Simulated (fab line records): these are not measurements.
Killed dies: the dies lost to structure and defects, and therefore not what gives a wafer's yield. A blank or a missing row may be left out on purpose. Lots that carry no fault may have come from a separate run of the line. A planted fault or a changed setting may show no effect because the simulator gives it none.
Chamber matching	flow nand harc	NHARC_A_M0_ETCH_34 on rie diel-05 has 4 sister chambers
The step etches the open film in N2/H2, target depth 40 nm, overetch 12 nm, time 43.94 s. 4 wafers are shown with their chamber, then 10 later ones without.

== WAFERS WITH THEIR CHAMBER ==
wafer	chamber	drypump motor current A (A)
L088.1	1	5.8
L089.6	3	6.1
L091.1	0	5.1
L091.4	2	5.0

== WAFERS WITHOUT THEIR CHAMBER ==
wafer	drypump motor current A (A)
L091.5	6.0
L094.4	6.0
L094.5	5.8
L094.6	5.0
L095.2	5.8
L095.3	5.1
L095.6	5.1
L096.3	5.0
L096.4	5.0
L096.5	5.0

== THE CHAMBER EACH PASSED THROUGH ==
wafer	from the rows above	in truth
L091.5	3	3
L094.4	3	3
L094.5	1	1
L094.6	2	2
L095.2	1	1
L095.3	0	0
L095.6	0	0
L096.3	2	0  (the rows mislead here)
L096.4	2	2
L096.5	2	2
Correct placement for 9 of the 10. Can't be placed from these rows: 0. Number placed wrongly: 1.
How it was worked out, from the rows above alone: a wafer's distance from a chamber is the root of the sum, over the readings, of the square of ((its reading less the chamber's mean) divided by the reading's scatter). The wafer belongs to the nearest chamber; if the next one is less than 2 further off, it can't be placed. A chamber's mean is the mean of its shown wafers. The scatter: root of mean squared gap, hidden wafer to nearest shown wafer, with one shown wafer a chamber.
